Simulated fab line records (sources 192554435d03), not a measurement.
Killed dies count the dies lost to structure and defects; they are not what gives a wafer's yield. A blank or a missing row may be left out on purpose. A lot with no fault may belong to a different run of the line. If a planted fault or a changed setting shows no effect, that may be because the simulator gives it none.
fab line records -- flow n5Finfet
[record] lots = 24, wafers = 72, lastDay = 17
route steps=1938 shown BEOL_M14@1761 BEOL_M15@1787 MIM_TOP_LITHO@1848 MIM_BOT_LITHO@1862
lots with no fault: from the same line, run without faults
startH: hours from the record's opening day to when the first of the lot's shown wafers began -- waitH: hours elapsed since this lot's preceding step -- " unchanged from the row above -- L1.1+2: several wafers, shown together as one row -- - no value, or no start given -- * or withheld: withheld -- < > ~ a bound
route shown NAME@n: names a module that has steps shown in the file, with the first one's number in the route -- usual: mean/standard deviation of fault-free wafers -- same: alike in all rows -- chamber/n: place in a boat -- sites: each site's reading -- _std_site: how widely they spread, as a standard deviation -- _edge_site: mean of outer sites minus mean of inner sites -- radiusMm: how far each site lies from the wafer's centre -- mask NAME#n: copy n -- behind: the last tool/chamber to shape the wafer -- hold: why the lot went on hold/how many hours it stayed there/how the hold came to an end -- device: transistor that didn't switch, given as n, p or np -- end of line: tests of these same wafers at the route's end -- a step given without rows: its recipe and nothing more -- killed: dies that structure and defects cost at the first sort, which is not the same as the wafer's yield -- map: a wafer's dies, x killed, . not, _ none there
set.NAME: setting as actually run; set.NAME@STEP: the setting as run at that earlier step -- model.NAME: the simulator's own value behind a step, which no gauge read
the route's steps for a sample of lots (tables are steps, rows are wafers)
services: when a tool's chamber went out of use (startH, in hours from the record's first day, below 0 if earlier), for how many hours, and the reason
[[steps]]
[step N5_BEOL_M14_PRE_CLEAN_42]
[recipe] gas = H2/He, timeS = 30, tempC = 300
[usual] heaterPowerW = 461/35
[same] timeS = 30
lot.wafer,tool,chamber,startH,waitH,heaterPowerW
L074.1,pvdSputter-02,-,244.56,0.0,488
L074.4,pvdSputter-02,-,244.56,0.0,499
L074.6,pvdSputter-02,-,244.56,0.0,505
L075.1,pvdSputter-01,-,245.52,0.0,477
L075.4,pvdSputter-01,-,245.52,0.0,498
L075.6,pvdSputter-01,-,245.52,0.0,427
L076.2,pvdSputter-02,-,258.77,0.0,504
L076.3,pvdSputter-02,-,258.77,0.0,495
L076.4,pvdSputter-02,-,258.77,0.0,436
L077.2,pvdSputter-01,-,259.65,0.0,431
L077.3,pvdSputter-01,-,259.65,0.0,504
L077.5,pvdSputter-01,-,259.65,0.0,477
L078.1,pvdSputter-02,-,275.45,0.0,509
L078.2,pvdSputter-02,-,275.45,0.0,432
L078.3,pvdSputter-02,-,275.45,0.0,497
L079.3,pvdSputter-03,-,275.88,0.0,402
L079.4,pvdSputter-03,-,275.88,0.0,453
L079.5,pvdSputter-03,-,275.88,0.0,474
L081.2,pvdSputter-02,-,276.31,0.0,501
L081.3,pvdSputter-02,-,276.31,0.0,455
L081.4,pvdSputter-02,-,276.31,0.0,491
L080.2,pvdSputter-01,-,282.89,0.0,416
L080.3,pvdSputter-01,-,282.89,0.0,486
L080.6,pvdSputter-01,-,282.89,0.0,440
L083.1,pvdSputter-02,-,283.37,0.0,487
L083.5,pvdSputter-02,-,283.37,0.0,441
L083.6,pvdSputter-02,-,283.37,0.0,504
L082.1,pvdSputter-01,-,283.91,0.0,438
L082.4,pvdSputter-01,-,283.91,0.0,473
L082.5,pvdSputter-01,-,283.91,0.0,501
L084.1,pvdSputter-01,-,299.56,0.0,500
L084.2,pvdSputter-01,-,299.56,0.0,476
L084.4,pvdSputter-01,-,299.56,0.0,428
L086.1,pvdSputter-02,-,314.25,0.0,508
L086.2,pvdSputter-02,-,314.25,0.0,502
L086.4,pvdSputter-02,-,314.25,0.0,442
L087.2,pvdSputter-03,-,321.93,0.0,412
L087.4,pvdSputter-03,-,321.93,0.0,407
L087.5,pvdSputter-03,-,321.93,0.0,457
L085.3,pvdSputter-03,-,322.37,0.0,417
L085.4,pvdSputter-03,-,322.37,0.0,458
L085.5,pvdSputter-03,-,322.37,0.0,458
L088.3,pvdSputter-02,-,323.70,0.0,504
L088.4,pvdSputter-02,-,323.70,0.0,497
L088.5,pvdSputter-02,-,323.70,0.0,433
L089.1,pvdSputter-03,-,330.95,0.0,426
L089.2,pvdSputter-03,-,330.95,0.0,473
L089.6,pvdSputter-03,-,330.95,0.0,463
L090.1,pvdSputter-03,-,344.23,0.0,466
L090.4,pvdSputter-03,-,344.23,0.0,441
L090.5,pvdSputter-03,-,344.23,0.0,381
L091.3,pvdSputter-03,-,344.55,0.0,388
L091.4,pvdSputter-03,-,344.55,0.0,420
L091.5,pvdSputter-03,-,344.55,0.0,417
L092.1,pvdSputter-01,-,354.05,0.0,435
L092.2,pvdSputter-01,-,354.05,0.0,477
L092.5,pvdSputter-01,-,354.05,0.0,511
L093.3,pvdSputter-01,-,367.71,0.0,428
L093.4,pvdSputter-01,-,367.71,0.0,482
L093.6,pvdSputter-01,-,367.71,0.0,413
L094.1,pvdSputter-02,-,373.78,0.0,508
L094.4,pvdSputter-02,-,373.78,0.0,498
L094.5,pvdSputter-02,-,373.78,0.0,500
L096.3,pvdSputter-03,-,378.97,0.0,389
L096.5,pvdSputter-03,-,378.97,0.0,397
L096.6,pvdSputter-03,-,378.97,0.0,480
L097.1,pvdSputter-02,-,379.30,0.0,489
L097.2,pvdSputter-02,-,379.30,0.0,497
L097.5,pvdSputter-02,-,379.30,0.0,497
L095.1,pvdSputter-02,-,383.52,0.0,440
L095.4,pvdSputter-02,-,383.52,0.0,492
L095.6,pvdSputter-02,-,383.52,0.0,507
[step N5_BEOL_M15_ETCH_59]
[recipe] chemistry = N2/H2, target = BARC, targetDepthA = 890, overetchA = 267, timeS = 67.9, ionEnergyEv = 200, pressureMtorr = 30, sourceW = 840, biasW = 150, n2FlowSccm = 200, h2FlowSccm = 200
[usual] drypumpMotorCurrentA = 5.9/0.45, oesProductAu = 0.66/0.068, rfVppV = 524.9/2, showerheadPlenumPTorr = 2.58/0.07, throttleValvePct = 17.84/0.22
[same] timeS = 67.9
lot.wafer,tool,chamber,startH,waitH,drypumpMotorCurrentA,oesProductAu,rfHoursCounterH,rfVppV,showerheadPlenumPTorr,throttleValvePct
L074.1,rieDiel-02,3,246.76,0.0,5.6,0.79,23,528.8,2.72,17.52
L074.4,rieDiel-02,1,246.76,0.0,5.7,0.63,-,523.4,2.53,17.65
L074.6,rieDiel-02,3,246.76,0.0,5.6,0.79,-,527.1,2.72,17.54
L075.1,rieDiel-03,0,247.89,0.0,6.7,0.65,140,524.1,2.55,18.10
L075.4,rieDiel-03,3,247.89,0.0,6.0,0.60,197,525.9,2.63,18.15
L075.6,rieDiel-03,2,247.89,0.0,4.9,0.74,-,522.2,2.49,17.59
L076.2,rieDiel-01,3,260.86,0.0,6.3,0.61,212,523.6,2.51,17.91
L076.3,rieDiel-01,1,260.86,0.0,5.9,0.71,71,527.5,2.67,17.64
L076.4,rieDiel-01,0,260.86,0.0,5.8,0.74,45,524.6,2.57,17.81
L077.2,rieDiel-03,3,261.74,0.0,5.9,0.60,202,525.8,2.63,18.15
L077.3,rieDiel-03,2,261.74,0.0,4.9,0.73,37,521.8,2.48,17.59
L077.5,rieDiel-03,1,261.74,0.0,6.0,0.62,-,525.9,2.64,17.99
L078.1,rieDiel-03,0,277.59,0.0,6.7,0.64,148,523.6,2.55,18.10
L078.2,rieDiel-03,2,277.59,0.0,4.9,0.73,42,521.3,2.48,17.60
L078.3,rieDiel-03,3,277.59,0.0,6.0,0.59,207,526.8,2.63,18.16
L079.3,rieDiel-02,3,278.05,0.0,5.6,0.76,37,528.2,2.71,17.58
L079.4,rieDiel-02,3,278.05,0.0,5.6,0.76,-,526.6,2.71,17.58
L079.5,rieDiel-02,1,278.05,0.0,5.8,0.62,-,521.7,2.52,17.69
L081.2,rieDiel-02,3,278.50,0.0,5.6,0.77,38,528.8,2.71,17.57
L081.3,rieDiel-02,1,278.50,0.0,5.8,0.62,190,522.7,2.53,17.70
L081.4,rieDiel-02,1,278.50,0.0,5.7,0.62,-,522.2,2.53,17.69
L080.2,rieDiel-02,1,285.01,0.0,5.7,0.62,193,524.6,2.52,17.69
L080.3,rieDiel-02,2,285.01,0.0,6.5,0.60,234,524.2,2.53,18.28
L080.6,rieDiel-02,3,285.01,0.0,5.6,0.77,-,528.8,2.71,17.56
L083.1,rieDiel-02,2,285.67,0.0,6.4,0.60,234,522.4,2.53,18.28
L083.5,rieDiel-02,1,285.67,0.0,5.8,0.62,-,522.6,2.52,17.69
L083.6,rieDiel-02,2,285.67,0.0,6.5,0.60,-,522.7,2.53,18.28
L082.1,rieDiel-01,1,286.37,0.0,5.9,0.71,79,527.1,2.66,17.65
L082.4,rieDiel-01,3,286.37,0.0,6.4,0.61,220,525.2,2.51,17.92
L082.5,rieDiel-01,0,286.37,0.0,5.8,0.73,-,525.8,2.57,17.82
L084.1,rieDiel-01,3,302.01,0.0,6.4,0.60,225,522.8,2.51,17.93
L084.2,rieDiel-01,1,302.01,0.0,5.9,0.70,83,527.9,2.66,17.68
L084.4,rieDiel-01,1,302.01,0.0,5.9,0.69,-,527.4,2.66,17.66
L086.1,rieDiel-02,2,316.45,0.0,6.5,0.60,245,523.8,2.53,18.30
L086.2,rieDiel-02,1,316.45,0.0,5.8,0.62,204,525.1,2.52,17.71
L086.4,rieDiel-02,3,316.45,0.0,5.6,0.74,51,529.4,2.70,17.60
L087.2,rieDiel-03,3,323.93,0.0,5.9,0.59,219,526.1,2.62,18.18
L087.4,rieDiel-03,1,323.93,0.0,6.1,0.61,213,526.0,2.63,18.00
L087.5,rieDiel-03,3,323.93,0.0,5.9,0.59,-,525.8,2.62,18.18
L085.3,rieDiel-02,1,324.47,0.0,5.7,0.61,207,522.0,2.52,17.72
L085.4,rieDiel-02,0,324.47,0.0,5.1,0.80,-,525.7,2.58,17.48
L085.5,rieDiel-02,3,324.47,0.0,5.6,0.75,-,527.8,2.70,17.60
L088.3,rieDiel-03,2,326.13,0.0,4.9,0.71,58,522.2,2.47,17.65
L088.4,rieDiel-03,3,326.13,0.0,6.0,0.59,220,525.3,2.62,18.16
L088.5,rieDiel-03,2,326.13,0.0,4.9,0.71,-,521.1,2.47,17.63
L089.1,rieDiel-03,1,333.31,0.0,6.1,0.60,215,526.1,2.63,18.01
L089.2,rieDiel-03,3,333.31,0.0,5.9,0.59,222,526.3,2.62,18.17
L089.6,rieDiel-03,3,333.31,0.0,5.9,0.59,-,526.2,2.62,18.18
L090.1,rieDiel-01,0,349.20,0.0,5.8,0.70,75,524.4,2.56,17.86
L090.4,rieDiel-01,3,349.20,0.0,6.3,0.59,242,523.0,2.50,17.96
L090.5,rieDiel-01,3,349.20,0.0,6.2,0.59,-,523.2,2.50,17.96
L091.3,rieDiel-02,1,349.67,0.0,5.8,0.61,-,522.6,2.51,17.73
L091.4,rieDiel-02,3,349.67,0.0,5.6,0.74,-,527.8,2.70,17.62
L091.5,rieDiel-02,1,349.67,0.0,5.8,0.61,-,522.3,2.51,17.74
L092.1,rieDiel-02,3,357.35,0.0,5.6,0.73,63,527.7,2.70,17.60
L092.2,rieDiel-02,1,357.35,0.0,5.8,0.60,220,523.9,2.51,17.72
L092.5,rieDiel-02,3,357.35,0.0,5.6,0.72,-,529.2,2.70,17.63
L093.3,rieDiel-01,1,370.37,0.0,5.9,0.68,104,527.8,2.65,17.71
L093.4,rieDiel-01,0,370.37,0.0,5.8,0.70,80,524.9,2.56,17.87
L093.6,rieDiel-01,2,370.37,0.0,5.7,0.60,-,525.2,2.62,17.72
L094.1,rieDiel-01,0,376.09,0.0,5.8,0.69,82,525.4,2.56,17.88
L094.4,rieDiel-01,2,376.09,0.0,5.7,0.59,242,525.0,2.62,17.73
L094.5,rieDiel-01,3,376.09,0.0,6.3,0.58,-,522.8,2.50,17.96
L096.3,rieDiel-01,0,381.17,0.0,5.8,0.70,84,524.7,2.56,17.89
L096.5,rieDiel-01,0,381.17,0.0,5.8,0.70,-,524.8,2.56,17.88
L096.6,rieDiel-01,1,381.17,0.0,5.9,0.68,-,526.5,2.65,17.69
L097.1,rieDiel-02,1,382.36,0.0,5.8,0.60,229,521.6,2.51,17.76
L097.2,rieDiel-02,0,382.36,0.0,5.1,0.78,19,525.7,2.58,17.49
L097.5,rieDiel-02,3,382.36,0.0,5.6,0.72,-,527.2,2.69,17.63
L095.1,rieDiel-01,2,385.49,0.0,5.7,0.59,247,524.3,2.62,17.72
L095.4,rieDiel-01,2,385.49,0.0,5.7,0.59,-,526.3,2.62,17.71
L095.6,rieDiel-01,1,385.49,0.0,5.9,0.67,-,526.8,2.65,17.71
[step N5_BEOL_M15_SPUTTER_43]
[recipe] material = TaN, targetThkA = 150, tempC = 50, biasV = 168.6, powerW = 15000, chamberPressurePa = 0.12, timeS = 24.19
[usual] chamberPressurePa = 0.12/0.00024, throttleValvePct = 29.6/0.94
[same] timeS = 24.19
lot.wafer,tool,chamber,startH,waitH,chamberPressurePa,throttleValvePct
L074.1,pvdSputter-01,-,252.10,0.0,0.12001,29.7
L074.4,pvdSputter-01,-,252.10,0.0,0.12022,28.2
L074.6,pvdSputter-01,-,252.10,0.0,0.11998,29.9
L075.1,pvdSputter-02,-,252.78,0.0,0.12002,29.6
L075.4,pvdSputter-02,-,252.78,0.0,0.11974,31.1
L075.6,pvdSputter-02,-,252.78,0.0,0.12008,31.0
L076.2,pvdSputter-03,-,264.22,0.0,0.1198,32.0
L076.3,pvdSputter-03,-,264.22,0.0,0.1198,29.0
L076.4,pvdSputter-03,-,264.22,0.0,0.12056,28.9
L077.2,pvdSputter-02,-,266.39,0.0,0.12041,31.2
L077.3,pvdSputter-02,-,266.39,0.0,0.11972,30.4
L077.5,pvdSputter-02,-,266.39,0.0,0.11978,29.4
L078.1,pvdSputter-01,-,281.55,0.0,0.11986,29.3
L078.2,pvdSputter-01,-,281.55,0.0,0.1202,29.9
L078.3,pvdSputter-01,-,281.55,0.0,0.12016,30.2
L079.3,pvdSputter-01,-,281.87,0.0,0.11994,28.0
L079.4,pvdSputter-01,-,281.87,0.0,0.11991,29.7
L079.5,pvdSputter-01,-,281.87,0.0,0.11979,29.7
L081.2,pvdSputter-02,-,282.91,0.0,0.12009,29.8
L081.3,pvdSputter-02,-,282.91,0.0,0.11985,30.5
L081.4,pvdSputter-02,-,282.91,0.0,0.11972,31.1
L080.2,pvdSputter-01,-,287.55,0.0,0.12026,29.9
L080.3,pvdSputter-01,-,287.55,0.0,0.12026,28.0
L080.6,pvdSputter-01,-,287.55,0.0,0.12017,29.9
L083.1,pvdSputter-02,-,290.58,0.0,0.11958,29.5
L083.5,pvdSputter-02,-,290.58,0.0,0.12038,29.1
L083.6,pvdSputter-02,-,290.58,0.0,0.11961,31.0
L082.1,pvdSputter-01,-,291.93,0.0,0.11982,30.0
L082.4,pvdSputter-01,-,291.93,0.0,0.12017,28.2
L082.5,pvdSputter-01,-,291.93,0.0,0.12048,29.4
L084.1,pvdSputter-01,-,308.77,0.0,0.12047,29.7
L084.2,pvdSputter-01,-,308.77,0.0,0.11993,30.1
L084.4,pvdSputter-01,-,308.77,0.0,0.12012,29.4
L086.1,pvdSputter-01,-,321.92,0.0,0.12031,29.8
L086.2,pvdSputter-01,-,321.92,0.0,0.11987,29.4
L086.4,pvdSputter-01,-,321.92,0.0,0.11946,30.0
L087.2,pvdSputter-03,-,327.47,0.0,0.11986,28.8
L087.4,pvdSputter-03,-,327.47,0.0,0.11974,29.6
L087.5,pvdSputter-03,-,327.47,0.0,0.12023,28.8
L085.3,pvdSputter-03,-,328.41,0.0,0.12008,29.2
L085.4,pvdSputter-03,-,328.41,0.0,0.11989,28.7
L085.5,pvdSputter-03,-,328.41,0.0,0.11959,31.5
L088.3,pvdSputter-01,-,330.11,0.0,0.11988,28.1
L088.4,pvdSputter-01,-,330.11,0.0,0.11967,29.9
L088.5,pvdSputter-01,-,330.11,0.0,0.11985,29.7
L089.1,pvdSputter-03,-,336.52,0.0,0.1203,28.8
L089.2,pvdSputter-03,-,336.52,0.0,0.1198,29.3
L089.6,pvdSputter-03,-,336.52,0.0,0.12024,28.9
L090.1,pvdSputter-01,-,354.41,0.0,0.1199,27.8
L090.4,pvdSputter-01,-,354.41,0.0,0.12008,29.9
L090.5,pvdSputter-01,-,354.41,0.0,0.12021,29.2
L091.3,pvdSputter-02,-,354.58,0.0,0.12008,29.4
L091.4,pvdSputter-02,-,354.58,0.0,0.11971,30.3
L091.5,pvdSputter-02,-,354.58,0.0,0.1199,30.5
L092.1,pvdSputter-03,-,367.16,0.0,0.12031,31.7
L092.2,pvdSputter-03,-,367.16,0.0,0.12021,29.1
L092.5,pvdSputter-03,-,367.16,0.0,0.12052,29.2
L093.3,pvdSputter-03,-,373.76,0.0,0.11959,31.5
L093.4,pvdSputter-03,-,373.76,0.0,0.12002,29.3
L093.6,pvdSputter-03,-,373.76,0.0,0.12001,28.7
L094.1,pvdSputter-01,-,379.17,0.0,0.11958,29.5
L094.4,pvdSputter-01,-,379.17,0.0,0.11977,29.7
L094.5,pvdSputter-01,-,379.17,0.0,0.11989,29.7
L096.3,pvdSputter-02,-,384.26,0.0,0.11974,31.1
L096.5,pvdSputter-02,-,384.26,0.0,0.12011,29.2
L096.6,pvdSputter-02,-,384.26,0.0,0.11991,31.0
L097.1,pvdSputter-01,-,387.32,0.0,0.11991,29.7
L097.2,pvdSputter-01,-,387.32,0.0,0.11959,30.0
L097.5,pvdSputter-01,-,387.32,0.0,0.11976,29.5
L095.1,pvdSputter-03,-,387.91,0.0,0.12003,29.2
L095.4,pvdSputter-03,-,387.91,0.0,0.12028,29.2
L095.6,pvdSputter-03,-,387.91,0.0,0.1197,31.5
[step N5_BEOL_M15_INSPECT_55]
[recipe] inspectInstrument = darkfield, mode = postDep
[usual] rawDefectCount = 73/22
lot.wafer,tool,chamber,startH,waitH,rawDefectCount
L074.1,defectInspect-02,-,253.37,0.0,89
L074.4,defectInspect-02,-,253.37,0.0,87
L074.6,defectInspect-02,-,253.37,0.0,74
L075.1,defectInspect-01,-,254.45,0.0,37
L075.4,defectInspect-01,-,254.45,0.0,52
L075.6,defectInspect-01,-,254.45,0.0,38
L076.2,defectInspect-02,-,265.63,0.0,63
L076.3,defectInspect-02,-,265.63,0.0,86
L076.4,defectInspect-02,-,265.63,0.0,50
L077.2,defectInspect-02,-,267.78,0.0,130
L077.3,defectInspect-02,-,267.78,0.0,140
L077.5,defectInspect-02,-,267.78,0.0,108
L078.1,defectInspect-01,-,282.82,0.0,45
L078.2,defectInspect-01,-,282.82,0.0,78
L078.3,defectInspect-01,-,282.82,0.0,59
L079.3,defectInspect-02,-,283.18,0.0,47
L079.4,defectInspect-02,-,283.18,0.0,66
L079.5,defectInspect-02,-,283.18,0.0,80
L081.2,defectInspect-01,-,284.44,0.0,78
L081.3,defectInspect-01,-,284.44,0.0,65
L081.4,defectInspect-01,-,284.44,0.0,54
L080.2,defectInspect-02,-,288.82,0.0,103
L080.3,defectInspect-02,-,288.82,0.0,83
L080.6,defectInspect-02,-,288.82,0.0,66
L083.1,defectInspect-02,-,292.24,0.0,92
L083.5,defectInspect-02,-,292.24,0.0,46
L083.6,defectInspect-02,-,292.24,0.0,96
L082.1,defectInspect-02,-,293.32,0.0,75
L082.4,defectInspect-02,-,293.32,0.0,82
L082.5,defectInspect-02,-,293.32,0.0,43
L084.1,defectInspect-02,-,310.19,0.0,49
L084.2,defectInspect-02,-,310.19,0.0,71
L084.4,defectInspect-02,-,310.19,0.0,43
L086.1,defectInspect-01,-,323.18,0.0,93
L086.2,defectInspect-01,-,323.18,0.0,109
L086.4,defectInspect-01,-,323.18,0.0,94
L087.2,defectInspect-02,-,328.74,0.0,77
L087.4,defectInspect-02,-,328.74,0.0,90
L087.5,defectInspect-02,-,328.74,0.0,95
L085.3,defectInspect-02,-,329.86,0.0,61
L085.4,defectInspect-02,-,329.86,0.0,75
L085.5,defectInspect-02,-,329.86,0.0,94
L088.3,defectInspect-01,-,331.37,0.0,90
L088.4,defectInspect-01,-,331.37,0.0,67
L088.5,defectInspect-01,-,331.37,0.0,69
L089.1,defectInspect-01,-,338.38,0.0,79
L089.2,defectInspect-01,-,338.38,0.0,60
L089.6,defectInspect-01,-,338.38,0.0,62
L090.1,defectInspect-02,-,356.74,0.0,62
L090.4,defectInspect-02,-,356.74,0.0,87
L090.5,defectInspect-02,-,356.74,0.0,101
L091.3,defectInspect-02,-,357.30,0.0,64
L091.4,defectInspect-02,-,357.30,0.0,71
L091.5,defectInspect-02,-,357.30,0.0,68
L092.1,defectInspect-01,-,369.29,0.0,86
L092.2,defectInspect-01,-,369.29,0.0,94
L092.5,defectInspect-01,-,369.29,0.0,95
L093.3,defectInspect-01,-,375.03,0.0,64
L093.4,defectInspect-01,-,375.03,0.0,80
L093.6,defectInspect-01,-,375.03,0.0,57
L094.1,defectInspect-01,-,380.88,0.0,66
L094.4,defectInspect-01,-,380.88,0.0,51
L094.5,defectInspect-01,-,380.88,0.0,34
L096.3,defectInspect-01,-,385.53,0.0,53
L096.5,defectInspect-01,-,385.53,0.0,48
L096.6,defectInspect-01,-,385.53,0.0,57
L097.1,defectInspect-01,-,391.00,0.0,44
L097.2,defectInspect-01,-,391.00,0.0,58
L097.5,defectInspect-01,-,391.00,0.0,58
L095.1,defectInspect-01,-,391.67,0.0,74
L095.4,defectInspect-01,-,391.67,0.0,75
L095.6,defectInspect-01,-,391.67,0.0,65
[step N5_MIM_TOP_LITHO_OVL_MEAS_11]
[recipe] pointsPerWafer = 44
[usual] MIM_TOP_OVL = 3/6
lot.wafer,tool,chamber,startH,waitH,MIM_TOP_OVL[nm]
L074.1,overlay-02,0,258.42,0.0,5
L074.4,overlay-02,0,258.42,0.0,-14
L074.6,overlay-02,0,258.42,0.0,-6
L075.1,overlay-01,0,259.52,0.0,15
L075.4,overlay-01,0,259.52,0.0,-2
L075.6,overlay-01,0,259.52,0.0,-1
L076.2,overlay-01,0,268.77,0.0,2
L076.3,overlay-01,0,268.77,0.0,-3
L076.4,overlay-01,0,268.77,0.0,1
L077.2,overlay-01,0,270.65,0.0,-5
L077.3,overlay-01,0,270.65,0.0,8
L077.5,overlay-01,0,270.65,0.0,10
L078.1,overlay-01,0,285.74,0.0,1
L078.2,overlay-01,0,285.74,0.0,6
L078.3,overlay-01,0,285.74,0.0,5
L079.3,overlay-01,0,286.01,0.0,7
L079.4,overlay-01,0,286.01,0.0,-2
L079.5,overlay-01,0,286.01,0.0,8
L081.2,overlay-01,0,287.12,0.0,-1
L081.3,overlay-01,0,287.12,0.0,2
L081.4,overlay-01,0,287.12,0.0,-7
L080.2,overlay-02,0,291.82,0.0,3
L080.3,overlay-02,0,291.82,0.0,-8
L080.6,overlay-02,0,291.82,0.0,0
L083.1,overlay-02,0,295.12,0.0,-2
L083.5,overlay-02,0,295.12,0.0,7
L083.6,overlay-02,0,295.12,0.0,0
L082.1,overlay-02,0,297.94,0.0,6
L082.4,overlay-02,0,297.94,0.0,1
L082.5,overlay-02,0,297.94,0.0,16
L084.1,overlay-01,0,312.84,0.0,5
L084.2,overlay-01,0,312.84,0.0,-3
L084.4,overlay-01,0,312.84,0.0,-1
L086.1,overlay-02,0,327.16,0.0,-4
L086.2,overlay-02,0,327.16,0.0,7
L086.4,overlay-02,0,327.16,0.0,7
L087.2,overlay-01,0,334.05,0.0,-4
L087.4,overlay-01,0,334.05,0.0,-4
L087.5,overlay-01,0,334.05,0.0,4
L085.3,overlay-01,0,334.21,0.0,3
L085.4,overlay-01,0,334.21,0.0,4
L085.5,overlay-01,0,334.21,0.0,2
L088.3,overlay-01,0,336.44,0.0,12
L088.4,overlay-01,0,336.44,0.0,10
L088.5,overlay-01,0,336.44,0.0,17
L089.1,overlay-02,0,342.75,0.0,-4
L089.2,overlay-02,0,342.75,0.0,2
L089.6,overlay-02,0,342.75,0.0,-7
L090.1,overlay-02,0,364.11,0.0,5
L090.4,overlay-02,0,364.11,0.0,14
L090.5,overlay-02,0,364.11,0.0,3
L091.3,overlay-01,0,366.33,0.0,8
L091.4,overlay-01,0,366.33,0.0,-9
L091.5,overlay-01,0,366.33,0.0,15
L092.1,overlay-02,0,373.76,0.0,-1
L092.2,overlay-02,0,373.76,0.0,5
L092.5,overlay-02,0,373.76,0.0,11
L093.3,overlay-01,0,379.23,0.0,4
L093.4,overlay-01,0,379.23,0.0,9
L093.6,overlay-01,0,379.23,0.0,6
L094.1,overlay-02,0,384.58,0.0,1
L094.4,overlay-02,0,384.58,0.0,-6
L094.5,overlay-02,0,384.58,0.0,9
L096.3,overlay-02,0,388.58,0.0,11
L096.5,overlay-02,0,388.58,0.0,-3
L096.6,overlay-02,0,388.58,0.0,9
L097.1,overlay-01,0,394.47,0.0,2
L097.2,overlay-01,0,394.47,0.0,0
L097.5,overlay-01,0,394.47,0.0,1
L095.1,overlay-02,0,395.52,0.0,2
L095.4,overlay-02,0,395.52,0.0,9
L095.6,overlay-02,0,395.52,0.0,6
[step N5_MIM_BOT_LITHO_CD_MEAS_08]
[recipe] targetCdNm = 3000, landingEnergyEv = 500, detector = seInlens, polarity = opening
[usual] cdNm = 3000.4/2.3
lot.wafer,tool,chamber,startH,waitH,cdNm
L074.1,cdSem-02,0,259.20,-,2996.9
L074.4,cdSem-02,0,259.20,-,3001.9
L074.6,cdSem-02,0,259.20,-,2998.2
L075.1,cdSem-03,0,260.23,-,2999.9
L075.4,cdSem-03,0,260.23,-,3003.8
L075.6,cdSem-03,0,260.23,-,2998.5
L076.2,cdSem-02,0,269.61,-,3002.0
L076.3,cdSem-02,0,269.61,-,3000.8
L076.4,cdSem-02,0,269.61,-,2997.3
L077.2,cdSem-03,0,271.37,-,3000.9
L077.3,cdSem-03,0,271.37,-,2998.6
L077.5,cdSem-03,0,271.37,-,3000.3
L078.1,cdSem-01,0,286.49,-,2998.1
L078.2,cdSem-01,0,286.49,-,3000.8
L078.3,cdSem-01,0,286.49,-,3000.9
L079.3,cdSem-03,0,286.85,-,3002.4
L079.4,cdSem-03,0,286.85,-,3002.9
L079.5,cdSem-03,0,286.85,-,3003.6
L081.2,cdSem-01,0,288.32,-,3000.0
L081.3,cdSem-01,0,288.32,-,2999.4
L081.4,cdSem-01,0,288.32,-,3001.2
L080.2,cdSem-01,0,292.66,-,3003.7
L080.3,cdSem-01,0,292.66,-,3001.7
L080.6,cdSem-01,0,292.66,-,2998.3
L083.1,cdSem-01,0,295.82,-,2997.4
L083.5,cdSem-01,0,295.82,-,3001.8
L083.6,cdSem-01,0,295.82,-,2998.1
L082.1,cdSem-03,0,298.83,-,3002.0
L082.4,cdSem-03,0,298.83,-,3004.0
L082.5,cdSem-03,0,298.83,-,3000.1
L084.1,cdSem-03,0,313.82,-,2998.4
L084.2,cdSem-03,0,313.82,-,2999.3
L084.4,cdSem-03,0,313.82,-,3001.7
L086.1,cdSem-03,0,328.13,-,3003.5
L086.2,cdSem-03,0,328.13,-,3000.0
L086.4,cdSem-03,0,328.13,-,3001.5
L087.2,cdSem-03,0,334.77,-,3002.1
L087.4,cdSem-03,0,334.77,-,2998.3
L087.5,cdSem-03,0,334.77,-,2995.9
L085.3,cdSem-03,0,335.09,-,2999.9
L085.4,cdSem-03,0,335.09,-,3001.6
L085.5,cdSem-03,0,335.09,-,3001.8
L088.3,cdSem-01,0,337.29,-,3000.8
L088.4,cdSem-01,0,337.29,-,3001.0
L088.5,cdSem-01,0,337.29,-,3001.5
L089.1,cdSem-01,0,343.69,-,3004.7
L089.2,cdSem-01,0,343.69,-,2999.1
L089.6,cdSem-01,0,343.69,-,3005.7
L090.1,cdSem-02,0,364.82,-,2997.4
L090.4,cdSem-02,0,364.82,-,2998.2
L090.5,cdSem-02,0,364.82,-,2998.0
L091.3,cdSem-02,0,367.80,-,2997.6
L091.4,cdSem-02,0,367.80,-,2997.8
L091.5,cdSem-02,0,367.80,-,3002.0
L092.1,cdSem-02,0,374.59,-,3001.0
L092.2,cdSem-02,0,374.59,-,3000.0
L092.5,cdSem-02,0,374.59,-,2998.8
L093.3,cdSem-03,0,380.00,-,2999.7
L093.4,cdSem-03,0,380.00,-,3002.3
L093.6,cdSem-03,0,380.00,-,2999.3
L094.1,cdSem-03,0,385.43,-,2998.5
L094.4,cdSem-03,0,385.43,-,2998.2
L094.5,cdSem-03,0,385.43,-,2995.9
L096.3,cdSem-02,0,389.29,-,3002.7
L096.5,cdSem-02,0,389.29,-,2999.2
L096.6,cdSem-02,0,389.29,-,2996.3
L097.1,cdSem-02,0,395.31,-,2999.7
L097.2,cdSem-02,0,395.31,-,2995.5
L097.5,cdSem-02,0,395.31,-,2999.9
L095.1,cdSem-01,0,396.31,-,2999.9
L095.4,cdSem-01,0,396.31,-,2998.0
L095.6,cdSem-01,0,396.31,-,2996.4
[[services]]
tool,chamber,startH,hours,kind
rieDiel-03,-,236.51,0.3,repair
rieDiel-02,2,244.08,21.0,repair
rieDiel-03,0,253.64,2.0,repair
rieDiel-02,0,254.95,14.4,repair
rieDiel-02,3,282.57,1.5,repair
rieDiel-03,3,285.32,6.0,repair
rieDiel-01,-,290.73,2.8,pm
rieDiel-01,2,293.58,40.7,repair
pvdSputter-02,-,316.01,7.5,repair
rieDiel-02,2,324.02,3.9,repair
rieDiel-01,1,326.23,2.7,repair
rieDiel-02,2,335.77,-,clean
rieDiel-02,2,335.77,-,consumableReplace:focusRing
rieDiel-02,2,335.77,17.2,scheduledDown
rieDiel-02,2,335.77,17.2,ventCycle
pvdSputter-03,-,341.29,2.4,repair
pvdSputter-03,-,345.62,20.9,repair
pvdSputter-02,-,358.07,3.6,repair
rieDiel-01,3,376.47,-,clean
rieDiel-01,3,376.47,-,consumableReplace:focusRing
rieDiel-01,3,376.47,19.3,scheduledDown
rieDiel-01,3,376.47,19.3,ventCycle
[[key]]
fault none
